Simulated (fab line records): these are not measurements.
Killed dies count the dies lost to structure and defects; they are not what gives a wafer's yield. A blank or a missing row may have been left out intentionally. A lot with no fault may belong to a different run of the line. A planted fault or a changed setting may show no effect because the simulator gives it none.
Comparing a struck lot with a sound one -- flow nand_harc -- 24 steps out of a route of 1302
Sound: these wafers, L411.2, L411.3, L411.5. Struck: wafers L423.1, L423.2, L423.6. The cause is named last.
Order at every step that has rows: each side's tool, ch and its chambers, its first start. Under that, the readings that differ: sound wafers -- struck wafers -- difference of the means -- sigmas: that difference in standard deviations of wafers without a fault.
alike: readings whose means differ by less than 2 such deviations, and words and numbers that are the same on both sides. not compared: withheld readings, readings that some wafer has no value for, bounds like >300 that may hide the same value, and numbers for which the record gives no deviation and whose values overlap.
Wherever a step has rows on one side only, a row that says differs or no value, or a row with sigmas, the two part there. Non-overlapping numbers with no deviation appear without sigmas and do not part them. Lack of a reading on every wafer of one side parts them only where that side has two or more wafers.

NHARC_P_M0_INSPECT_27:
  struck on defect_inspect-01, day 13 00:24; sound on defect_inspect-02, day 8 02:32
  alike: raw_defect_count
NHARC_P_M0_PRE_CLEAN_31: time 12 s.
  sound on pecvd-01 ch 0,1,2, day 8 02:37; struck on pecvd-01 ch 0,1,2, day 13 00:28
  alike: heater_power_w
NHARC_P_M0_DEP_32: deposits SiCN, target thk 30 nm.
  sound on pecvd-01 ch 0,1,2, day 8 02:41; struck on pecvd-01 ch 0,1,2, day 13 00:33
  alike: heater_power_w
then, 8 steps without rows for these wafers: NHARC_P_M1_DEP_00 (deposits SiOC, target thk 182.5 nm); NHARC_P_M1_DEHYDRATE_01 (time 120 s); NHARC_P_M1_HMDS_02 (time 30 s); NHARC_P_M1_COAT_34 (time 65 s); NHARC_P_M1_COAT_03 (resist thk 90 nm); NHARC_P_M1_SOFTBAKE_04 (time 55 s); NHARC_P_M1_EBR_05; NHARC_P_M1_EXPOSE_06 (exposes mask P M1, target cd 130 nm).
NHARC_P_M1_PEB_07: peb time 65 s.
  sound on litho_track-01 ch 0, day 8 03:52; struck on litho_track-01 ch 0, day 13 01:34
reading,sound,struck,difference,sigmas
heater_power_total_W (W),157.2 155.9 156.6,157.8 158.8 158.6,+1.8,+4
plate_temp_C (C),100.07 100.05 100.21,100.84 100.68 100.85,+0.68,+5
then, 1 step without rows for these wafers: NHARC_P_M1_DEVELOP_08 (develop time 35 s).
NHARC_P_M1_CD_MEAS_09: the cd target is 130 nm.
  sound on cd_sem-01 ch 0, day 8 03:56; struck on cd_sem-03 ch 0, day 13 01:39
reading,sound,struck,difference,sigmas
cd_nm (nm),128.7 129.8 129.1,132.2 132.1 132.3,+3.0,+4
NHARC_P_M1_OVL_MEAS_10: pitch 260 nm.
  struck on overlay-01, day 13 01:44; sound on overlay-01, day 8 04:01
  alike: overlay_x_nm, overlay_y_nm
NHARC_P_M1_INSPECT_11:
  struck on defect_inspect-02, day 13 01:47; sound on defect_inspect-01, day 8 04:04
  alike: raw_defect_count
NHARC_P_M1_DESCUM_14: chemistry O2, time 3 s.
  sound on rie_diel-07 ch 0,2,3, day 8 04:08; struck on rie_diel-07 ch 0,2, day 13 01:51
reading,sound,struck,difference,sigmas
model.P_M1.cd_nm (nm),127.9 129.5 129,131.9 132.5 132.5,+3.5,
  alike: drypump_motor_current_A, oes_product_au, rf_vpp_V, showerhead_plenum_p_Torr, throttle_valve_pct
  not compared: rf_hours_counter_h
NHARC_P_M1_ETCH_35: etches the open film in N2/H2, target depth 40 nm, overetch 12 nm, time 43.94 s.
  sound on rie_diel-07 ch 0,3, day 8 04:12; struck on rie_diel-07 ch 0,3, day 13 01:55
  alike: drypump_motor_current_A, oes_product_au, rf_vpp_V, showerhead_plenum_p_Torr, throttle_valve_pct
  not compared: rf_hours_counter_h
NHARC_P_M1_ETCH_15: etches the open film in C4F8/Ar, target depth 182.5 nm, time 91.2 s.
  sound: rie_diel-07 ch 1,2,3; struck: rie_diel-07 ch 0,2,3
  alike: oes_product_au, rf_vpp_V
  not compared: rf_hours_counter_h
NHARC_P_M1_CD_MEAS_16:
  struck on cd_sem-02, day 13 02:08; sound on cd_sem-01, day 8 04:26
reading,sound,struck,difference,sigmas
cd_nm (nm),127.6 128.6 129.5,131.8 132.0 132.4,+3.5,+3
NHARC_P_M1_STRIP_18: strips in N2/H2.
  sound on rie_diel-04 ch 0,2,3, day 8 04:30; struck on rie_diel-07 ch 1,3, day 13 02:13
  alike: drypump_motor_current_A, oes_product_au, power_w, rf_vpp_V, showerhead_plenum_p_Torr, throttle_valve_pct
  not compared: rf_hours_counter_h
NHARC_P_M1_ETCH_28: etches the open film in CF4/N2, target depth 30 nm, time 72.99 s.
  sound: rie_diel-04 ch 1,2; struck: rie_diel-07 ch 0,2
reading,sound,struck,difference,sigmas
model.P_M1.cd_nm (nm),127.3 129.2 129.1,131.6 131.3 132.6,+3.3,
  alike: drypump_motor_current_A, oes_product_au, rf_vpp_V, showerhead_plenum_p_Torr, throttle_valve_pct
  not compared: rf_hours_counter_h
then, 2 steps without rows for these wafers: NHARC_P_M1_STRIP_19 (strips in post etch residue remover, time 600 s); NHARC_END_SORT_01.

== WHERE THEY PART ==
Earliest at NHARC_P_M1_PEB_07; latest, in this record, at NHARC_P_M1_CD_MEAS_16. Later steps at which nothing parts them and some readings are alike: NHARC_P_M1_STRIP_18, NHARC_P_M1_ETCH_28.

WHY: whatever the simulator had introduced
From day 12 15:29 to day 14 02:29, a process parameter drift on litho_track-01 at NHARC_P_M1_PEB_07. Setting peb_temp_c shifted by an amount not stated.
